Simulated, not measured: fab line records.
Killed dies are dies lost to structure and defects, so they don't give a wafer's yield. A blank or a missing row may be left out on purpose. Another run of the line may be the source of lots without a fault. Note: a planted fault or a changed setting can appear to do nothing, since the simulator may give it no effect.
Code-filled problem report in 8D (eight disciplines) form :: flow n5-finfet :: the parts of the form that need people (team, actions taken, sign-off) are left out

1. WHAT WENT WRONG
Wafers without a fault read 392.5 W, standard deviation 1.4; rf-fwd-power-W at N5_BEOL_M10_ETCH_41 reads a mean of 296.8 W on 6 wafers belonging to 2 lots. That is -68 standard deviations from the usual mean.
The step: etches SiCN in CH3F/O2, target depth 42.6 nm, time 86 s.
The first sign was on wafer L776.2 at day 13 14:08, on rie-diel-02. The record has a number at this step for 30 wafers belonging to 10 lots. Rule for "out" (also "out of limits"): further than 4 standard deviations from the usual mean. The other wafers with a number count as sound.

2. WHAT IT IS AND WHAT IT IS NOT
question: which readings at this step
is: rf-fwd-power-W, rf-vpp-V
is not: O2_flow_sccm, drypump-motor-current-A, showerhead-plenum-p-Torr, throttle-valve-pct

question: which lots
is: L776, L782
is not: L769, L772, L773, L774, L775, L783, L784, L787

question: which wafers of those lots
is: all that have a number
is not: -

question: read on which tools
is: rie-diel-02
is not: rie-diel-03, rie-diel-06

question: when
is: from day 13 14:08
is not: up to then (15 sound wafers); but 9 sound wafers of L783, L784, L787 came after

3. WHAT RULES OUT EACH SUSPECT
Counting: a tool at any process step up to the reading remains a suspect when it ran all the lots that are out and ran no sound lot after the first of those.
- rie-diel-02 at N5_BEOL_M10_ETCH_41 (etches SiCN in CH3F/O2, target depth 42.6 nm, time 86 s): kept. It processed each lot that is out, first L776 at day 13 14:08, and no sound lot thereafter; up to then, the last sound lot it processed was L775 at day 13 04:48. Its own rf-fwd-power-W, rf-vpp-V readings are out on those wafers.
After counting, what remains is rie-diel-02 at N5_BEOL_M10_ETCH_41.

4. THE CAUSE (what the simulator had put in)
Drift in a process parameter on rie-diel-02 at N5_BEOL_M10_ETCH_41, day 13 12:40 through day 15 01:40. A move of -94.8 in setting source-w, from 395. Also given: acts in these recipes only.
This tool alone remained once counting was done.

5. THE CHAIN OF EFFECTS, in route order
Each row: a reading whose mean over the struck wafers that have a number lies more than 3 standard deviations from the usual. Scope: only readings with a usual standard deviation given in the record; hours: median across lots of the time from each lot's start at the first step in this table that gives one to its start at this step; sigmas: change in usual standard deviations.
hours: 0
step: N5_BEOL_M10_ETCH_41
reading: rf-fwd-power-W
usual: 392.5 W
on struck wafers: 296.8
change: -95.7
sigmas: -68

hours: 0
step: N5_BEOL_M10_ETCH_41
reading: rf-vpp-V
usual: 296.9 V
on struck wafers: 325.1
change: +28.2
sigmas: +22
The process steps in it:
- N5_BEOL_M10_ETCH_41: etches SiCN in CH3F/O2, target depth 42.6 nm, time 86 s.

6. HOW IT WOULD HAVE BEEN CAUGHT EARLIER
In this record the first reading out of limits was taken at day 13 14:08, 1 hour after the fault began at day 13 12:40.
